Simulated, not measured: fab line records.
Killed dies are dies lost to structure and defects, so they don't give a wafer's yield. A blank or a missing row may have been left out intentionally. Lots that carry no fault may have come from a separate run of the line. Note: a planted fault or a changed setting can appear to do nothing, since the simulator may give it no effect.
Matching of chambers	flow n5-finfet	N5_BEOL_M0_SAQP_STRIP_75 on rie-diel-01 has 4 sister chambers
The step strips in CF4. 4 wafers are shown with their chamber, then 12 later ones without.

## WAFERS PAIRED WITH THEIR CHAMBERS
wafer	chamber	showerhead-plenum-p-Torr (Torr)
L092.5	1	1.77
L093.1	0	1.79
L093.2	2	1.86
L093.4	3	1.72

## WAFERS WITH NO CHAMBER GIVEN
wafer	showerhead-plenum-p-Torr (Torr)
L094.1	1.79
L094.2	1.72
L094.3	1.86
L095.1	1.72
L095.4	1.86
L095.5	1.77
L096.3	1.78
L096.5	1.77
L096.6	1.78
L097.1	1.77
L097.5	1.77
L097.6	1.86

## THE CHAMBER EACH PASSED THROUGH
wafer	from the rows above	in truth
L094.1	0	0
L094.2	3	3
L094.3	2	2
L095.1	3	3
L095.4	2	2
L095.5	1	1
L096.3	can't be placed: 0 or 1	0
L096.5	1	1
L096.6	can't be placed: 0 or 1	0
L097.1	1	1
L097.5	1	1
L097.6	2	2
Correctly placed: 10 of 12. From these rows, 2 cannot be placed; in 2 the true chamber is one of the candidates. 0 placed wrongly.
How it was worked out, from the rows above alone: a wafer's distance from a chamber is the root of the sum, over the readings, of the square of ((its reading less the chamber's mean) divided by the reading's scatter). The wafer belongs to the nearest chamber; if the next one is less than 2 further off, it can't be placed. For every chamber, the mean is computed from those of its wafers that are shown. The scatter: root of mean squared gap, hidden wafer to nearest shown wafer, with one shown wafer a chamber.
